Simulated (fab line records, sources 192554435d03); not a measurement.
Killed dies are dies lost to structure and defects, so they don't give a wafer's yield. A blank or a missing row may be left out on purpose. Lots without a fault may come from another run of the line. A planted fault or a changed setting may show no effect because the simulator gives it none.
Chamber matching | flow n5_finfet | N5_BEOL_M7_ETCH_62 on rie_diel-03: 4 sister chambers
The step etches SOC in N2/H2, target depth 110 nm, overetch 22 nm, time 165 s. 14 wafers are shown with their chamber, then 7 later ones without.

WAFERS WITH THEIR CHAMBER
wafer  | chamber | drypump_motor_current_A (A) | showerhead_plenum_p_Torr (Torr) | rf_vpp_V (V)
L131.1 | 1       | 6.3                         | 2.61                            | 524.6
L131.4 | 2       | 5.6                         | 2.50                            | 523.0
L131.5 | 2       | 5.6                         | 2.50                            | 523.2
L130.1 | 0       | 5.1                         | 2.49                            | 522.4
L130.2 | 3       | 5.8                         | 2.57                            | 524.4
L130.6 | 3       | 5.8                         | 2.57                            | 524.9
L135.2 | 2       | 5.6                         | 2.49                            | 522.4
L135.4 | 2       | 5.6                         | 2.49                            | 522.9
L135.6 | 3       | 5.8                         | 2.57                            | 524.8
L134.2 | 3       | 5.8                         | 2.57                            | 524.3
L134.5 | 3       | 5.8                         | 2.57                            | 525.3
L134.6 | 2       | 5.7                         | 2.49                            | 522.5
L144.2 | 1       | 6.3                         | 2.60                            | 525.7
L144.4 | 0       | 5.1                         | 2.49                            | 523.4

SIGNATURES (means of the wafers above)
reading                  | chamber 0 | chamber 1 | chamber 2 | chamber 3 | scatter within a chamber
drypump_motor_current_A  | 5.100     | 6.300     | 5.620     | 5.800     | 0.0283
showerhead_plenum_p_Torr | 2.4900    | 2.6050    | 2.4940    | 2.5700    | 0.00412
rf_vpp_V                 | 522.900   | 525.150   | 522.800   | 524.740   | 0.471
Rule: a wafer's distance from a chamber is the root of the sum, over the readings, of the square of ((its reading less the chamber's mean) divided by the reading's scatter). The wafer belongs to the nearest chamber; if the next one is less than 2 further off, it can't be placed. The scatter: the root of (the sum of the squares of (reading less its chamber's mean) over the shown wafers, divided by (wafers less chambers)).

WAFERS WITHOUT THEIR CHAMBER
wafer  | drypump_motor_current_A (A) | showerhead_plenum_p_Torr (Torr) | rf_vpp_V (V)
L144.5 | 5.6                         | 2.49                            | 522.2
L146.3 | 5.8                         | 2.56                            | 523.7
L146.4 | 5.6                         | 2.48                            | 524.5
L146.6 | 6.3                         | 2.60                            | 523.6
L148.2 | 6.3                         | 2.60                            | 525.4
L148.3 | 5.8                         | 2.56                            | 524.0
L148.5 | 5.6                         | 2.48                            | 523.8

WHICH CHAMBER EACH WENT THROUGH
wafer  | from the rows above | in truth
L144.5 | 2                   | 2
L146.3 | 3                   | 3
L146.4 | 2                   | 2
L146.6 | 1                   | 1
L148.2 | 1                   | 1
L148.3 | 3                   | 3
L148.5 | 2                   | 2
Placed correctly: 7 of 7. Can't be placed from these rows: 0. Placed wrongly: 0.
